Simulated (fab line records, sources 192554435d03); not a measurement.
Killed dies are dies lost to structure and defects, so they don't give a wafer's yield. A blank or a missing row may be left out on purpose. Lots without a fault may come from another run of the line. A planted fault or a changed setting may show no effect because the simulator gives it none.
fab line records | flow n5_finfet
record lots=4 wafers=12 last_day=17
route steps=1938 shown WELL_APT@20 PMOS_HMC_CHANNEL_EPI@57 BEOL_M4@1111
lots that met no fault: from a run of the same line without faults
start_h: hours from the record's first day to the start of the lot's first wafer shown | wait_h: hours since the lot's step before | " the same as in the row above | L1.1+2: a row that stands for several wafers | - no value, or no start given | * or withheld: withheld | < > ~ a bound
route shown NAME@n: a module of which the file shows steps, and the number in the route of the first | usual: mean/standard deviation of fault-free wafers | same: alike in all rows | chamber/n: place in a boat | sites: the reading at each site | _std_site: their standard deviation | _edge_site: outer sites' mean less inner sites' | radius_mm: how far each site lies from the wafer's centre | mask NAME#n: copy n | behind: the tool/chamber that last shaped the wafer | hold: why the lot was held/for how many hours/how that ended | device: the transistor (n, p or np) that didn't switch | end of line: the same wafers' tests at the end of the route | a step without rows: its recipe alone | killed: dies lost to structure and defects at the first sort, not the wafer's yield | map: a wafer's dies, x killed, . not, _ none there
set.NAME: the setting as run; set.NAME@STEP: as run at that earlier step | model.NAME: the simulator's own value behind a step, which no gauge read
lots at some steps of the route; a table a step, a row a wafer
services: from which hour (start_h, from the record's first day; less than 0 if before it) a tool's chamber was out of use, for how many hours, and why
## steps
# step N5_WELL_APT_HMDS_01
# recipe time_s=60 temp_c=120
# step N5_WELL_APT_COAT_02
# recipe spin_rpm=1357 resist_thk_nm=950
# step N5_WELL_APT_EBR_04
# recipe solvent=PGMEA ebr_width_mm=1.5
# step N5_WELL_APT_SOFTBAKE_03
# recipe temp_c=130 time_s=60
# step N5_WELL_APT_EXPOSE_05
# recipe mask_id=NWELL na=0.8 source_shape=conventional sigma_outer=0.8 polarization=unpolarized defocus_nm=0 target_cd_nm=200 dose_mj=20.3
# step N5_WELL_APT_PEB_06
# recipe peb_temp_c=130 peb_time_s=90
# step N5_WELL_APT_DEVELOP_07
# recipe develop_time_s=45 rinse_liquid=surfactant_rinse dry=air_spin dev_temp_c=21
# step N5_WELL_APT_HARDBAKE_12
# recipe temp_c=130 time_s=120
# step N5_WELL_APT_DESCUM_13
# recipe chemistry=O2 time_s=7.9 source_power_w=50 bias_power_w=20 pressure_mtorr=20 rf_frequency_hz=2.712e+07 temp_c=40 o2_flow_sccm=225
# step N5_WELL_APT_IMPLANT_14
# recipe species=P energy_kev=160 dose_cm2=1.5e+13 tilt_deg=0 rotation_deg=0
# usual dose_ions_cm2=1.4999e+13/1.6e+10 faraday_current_uA=190/3.8 tilt_deg=0.003/0.022
# columns lot.wafer tool chamber start_h wait_h dose_ions_cm2 faraday_current_uA tilt_deg
L563.3 implanter-01 0 57.01 0.1 1.4991e+13 190 -0.002
L563.4 " 0 " " 1.4968e+13 191 0.020
L563.6 " 0 " " 1.4995e+13 184 0.027
L571.2 implanter-01 0 103.90 0.1 1.1251e+13 143 0.003
L571.3 " 0 " " 1.1267e+13 143 0.003
L571.4 " 0 " " 1.1267e+13 144 -0.007
L573.2 implanter-01 0 116.13 0.1 1.1285e+13 148 -0.044
L573.3 " 0 " " 1.1278e+13 143 -0.018
L573.4 " 0 " " 1.1285e+13 144 -0.030
L577.1 implanter-02 0 139.91 0.1 1.5003e+13 187 0.002
L577.2 " 0 " " 1.4983e+13 194 -0.006
L577.4 " 0 " " 1.4992e+13 190 -0.004
# step N5_WELL_APT_IMPLANT_15
# recipe species=As energy_kev=25 dose_cm2=1.5e+13 tilt_deg=0 rotation_deg=0
# step N5_WELL_APT_STRIP_16
# recipe chemistry=SPM time_s=900 temp_c=130 h2so4_h2o2_vol_ratio=4 dry=ipa_marangoni
# step N5_WELL_APT_HMDS_18
# recipe time_s=60 temp_c=120
# step N5_WELL_APT_COAT_19
# recipe spin_rpm=1357 resist_thk_nm=950
# step N5_WELL_APT_EBR_21
# recipe solvent=PGMEA ebr_width_mm=1.5
# step N5_WELL_APT_SOFTBAKE_20
# recipe temp_c=130 time_s=60
# step N5_WELL_APT_EXPOSE_22
# recipe mask_id=PWELL na=0.8 source_shape=conventional sigma_outer=0.8 polarization=unpolarized defocus_nm=0 target_cd_nm=200 dose_mj=23.2
# step N5_WELL_APT_PEB_23
# recipe peb_temp_c=130 peb_time_s=90
# step N5_WELL_APT_DEVELOP_24
# recipe develop_time_s=45 rinse_liquid=surfactant_rinse dry=air_spin dev_temp_c=21
# step N5_WELL_APT_HARDBAKE_29
# recipe temp_c=130 time_s=120
# step N5_WELL_APT_DESCUM_30
# recipe chemistry=O2 time_s=7.9 source_power_w=50 bias_power_w=20 pressure_mtorr=20 rf_frequency_hz=2.712e+07 temp_c=40 o2_flow_sccm=225
# step N5_WELL_APT_IMPLANT_31
# recipe species=B energy_kev=60 dose_cm2=1.5e+13 tilt_deg=0 rotation_deg=0
# step N5_WELL_APT_IMPLANT_32
# recipe species=BF2 energy_kev=50 dose_cm2=2e+13 tilt_deg=0 rotation_deg=0
# step N5_WELL_APT_STRIP_33
# recipe chemistry=SPM time_s=900 temp_c=130 h2so4_h2o2_vol_ratio=4 dry=ipa_marangoni
# step N5_WELL_APT_RTA_34
# recipe temp_c=1000 time_s=10 ambient=N2 idle_temp_c=600 ramp_up_c_per_s=150 ramp_down_c_per_s=60 cool_to_c=600
# step N5_WELL_APT_OXIDE_STRIP_42
# recipe chemistry=dHF dilution=25:1 time_s=45 temp_c=25 target=SiO2 target_depth_a=120
# step N5_WELL_APT_PRECLEAN_36
# recipe chemistry=O3/DIW time_s=45 temp_c=22 o3_ppm=10
# step N5_WELL_APT_PRECLEAN_39
# recipe chemistry=dHF time_s=60 dilution=150:1 temp_c=25
# step N5_WELL_APT_SRD_37
# recipe dry=ipa_marangoni do_ppb=5 time_s=30 temp_c=23 rinse_liquid=diw
# step N5_WELL_APT_EPI_41
# recipe material=Si target_thk_a=500 temp_c=650 precursor=SiH4/H2 pressure_torr=20 time_s=297.7
# step N5_PMOS_HMC_CHANNEL_EPI_HM_DEP_34
# recipe material=SiO2 target_thk_a=360 temp_c=400 precursor=TEOS/O2 pressure_torr=6.5 rf_w=900 teos_flow_sccm=161.4 gas=O2 flow_sccm=2650 time_s=6.9
# step N5_PMOS_HMC_CHANNEL_EPI_COAT_31
# recipe resist=BARC temp_c=205 time_s=60 spin_rpm=1500 resist_thk_nm=66
# step N5_PMOS_HMC_CHANNEL_EPI_COAT_03
# recipe resist=CAR-ArF-block spin_rpm=1500 resist_thk_nm=205
# step N5_PMOS_HMC_CHANNEL_EPI_EBR_05
# recipe solvent=PGMEA ebr_width_mm=1.5
# step N5_PMOS_HMC_CHANNEL_EPI_SOFTBAKE_04
# recipe temp_c=110 time_s=60 resist=CAR-ArF-block
# step N5_BEOL_M4_RC_MEAS_101
# usual DIBL_N=36.0/2.5 DIBL_P=36.7/3 IOFF_N=0.16/0.043 IOFF_P=0.21/0.049 ION_N=673/15 ION_P=461/9.8 RS_NWELL=1038/6.6 SS_N=71.5/0.83 SS_P=73.4/0.83 VT_N=250/4 VT_P=-251/4
# columns lot.wafer tool chamber start_h wait_h DIBL_N[mV/V] DIBL_P[mV/V] IOFF_N[nA/um] IOFF_P[nA/um] ION_N[uA/um] ION_P[uA/um] RS_NWELL[ohm/sq] SS_N[mV/dec] SS_P[mV/dec] VT_N[mV] VT_P[mV]
L563.3 prober-02 0 212.98 0.3 38.1 41.8 0.25 0.28 696 470 1043 74.1 74.6 245 -246
L563.4 " 0 " " 32.8 36.9 0.14 0.20 666 459 1035 70.9 73.6 249 -249
L563.6 " 0 " " 32.6 35.3 0.13 0.17 658 446 1035 71.2 72.8 252 -254
L571.2 prober-01 0 266.77 0.2 37.9 40.2 0.20 0.28 682 472 1220 72.1 74.6 247 -245
L571.3 " 0 " " 36.3 37.5 0.17 0.23 667 457 1215 71.5 73.8 250 -246
L571.4 " 0 " " 34.1 35.2 0.13 0.19 667 459 1221 71.5 73.1 253 -251
L573.2 prober-02 0 277.09 0.2 37.5 39.2 0.18 0.28 686 480 1213 72.4 73.2 245 -245
L573.3 " 0 " " 39.4 40.0 0.22 0.28 699 472 1204 72.1 73.7 247 -247
L573.4 " 0 " " 36.6 37.6 0.17 0.24 687 474 1214 70.8 73.1 249 -248
L577.1 prober-01 0 305.14 0.0 36.1 36.6 0.15 0.21 660 462 1034 72.1 73.6 250 -249
L577.2 " 0 " " 34.3 34.1 0.12 0.18 654 453 1036 72.2 72.7 252 -251
L577.4 " 0 " " 39.4 41.6 0.26 0.32 713 488 1034 73.3 74.2 240 -244
## services
# columns tool chamber start_h hours kind
implanter-02 - 36.31 14.1 repair
implanter-02 - 59.25 8.4 pm
implanter-02 - 71.95 1.1 repair
implanter-01 - 99.19 4.4 repair
## key
first_sign step=N5_WELL_APT_IMPLANT_14 reading=dose_ions_cm2 direction=down sigmas=99+ usual=1.4999e+13 struck=1.1272e+13
effect step=N5_WELL_APT_IMPLANT_14 reading=faraday_current_uA direction=down sigmas=12 usual=190 struck=144
effect step=N5_BEOL_M4_RC_MEAS_101 reading=RS_NWELL direction=up sigmas=27 usual=1038 struck=1215
met_at N5_WELL_APT_IMPLANT_14
struck_wafers L571.2,L571.3,L571.4,L573.2,L573.3,L573.4
onset_between 57.01 103.90
fault kind=process_parameter_drift tool=implanter-01 chamber=- onset_h=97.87 steps=N5_WELL_APT_IMPLANT_14 channel=dose_cm2 offset=-3.7345e+12 shape=step end_h=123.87 acts_in=these_recipes_only stated=1.5e+13
